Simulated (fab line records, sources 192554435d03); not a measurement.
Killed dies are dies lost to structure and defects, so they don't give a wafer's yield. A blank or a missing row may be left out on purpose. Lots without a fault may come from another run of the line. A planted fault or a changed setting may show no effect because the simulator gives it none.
Which tool did it? | flow n5_finfet | 13 lots, 34 wafers sampled, at 1 step of a route of 1938

WHAT THE GAUGES READ, wafer by wafer
N5_BEOL_M9_CD_MEAS_18: pitch 140 nm, target cd 70 nm. Usual: cd_nm 70.0 nm, standard deviation 0.7.
lot  | measured     | on        | cd_nm (nm)     | flag
L837 | day 9 10:26  | cd_sem-03 | 70.3 69.8 69.8 |
L839 | day 10 03:10 | cd_sem-01 | 69.9 70.0 70.3 |
L841 | day 10 14:16 | cd_sem-03 | 70.5 70.2 69.7 |
L843 | day 10 21:20 | cd_sem-01 | 69.2 69.0 68.2 |
L842 | day 11 00:47 | cd_sem-01 | 70.5 69.3 69.6 |
L845 | day 11 04:43 | cd_sem-03 | 70.7 71.3 69.3 |
L846 | day 11 21:23 | cd_sem-03 | 69.2 70.3      |
L849 | day 12 06:49 | cd_sem-02 | 69.1 70.5 69.9 |
L848 | day 12 10:17 | cd_sem-03 | 69.4 69.7 70.7 |
L850 | day 12 19:43 | cd_sem-03 | 70.2 70.5      |
L851 | day 13 09:14 | cd_sem-02 | 69.6 69.7      |
L855 | day 14 05:41 | cd_sem-01 | 70.4 70.8      |
L858 | day 14 18:59 | cd_sem-02 | 69.7 70.2      |

WHICH TOOL RAN EACH LOT (tool, then ch and the chambers of the sampled wafers, then the start)
The record holds no process step before these readings.

WHAT THE TOOLS THEMSELVES READ (means of the sampled wafers that have a number; where no wafer has one, the mark that the record gives instead)
The record holds no such reading with a usual standard deviation.

THE ANSWER, worked out from the rows above alone
Rule: a lot is off if the mean of its wafers that have a number lies more than 3 standard deviations from the usual mean. A lot without any number at a reading at which 4 lots or more have one is off too. The other lots that the step has rows for count as sound. The gauges are gone through in route order, then the tools' own readings, and for those a lot's mean is taken as printed above. The first step at which some lot is off is used, and at that step the reading that is off furthest; a lot without a number counts as furthest.
No lot is off at any reading shown: from this, nothing can be told.

WHAT THE SIMULATOR HAD PUT IN
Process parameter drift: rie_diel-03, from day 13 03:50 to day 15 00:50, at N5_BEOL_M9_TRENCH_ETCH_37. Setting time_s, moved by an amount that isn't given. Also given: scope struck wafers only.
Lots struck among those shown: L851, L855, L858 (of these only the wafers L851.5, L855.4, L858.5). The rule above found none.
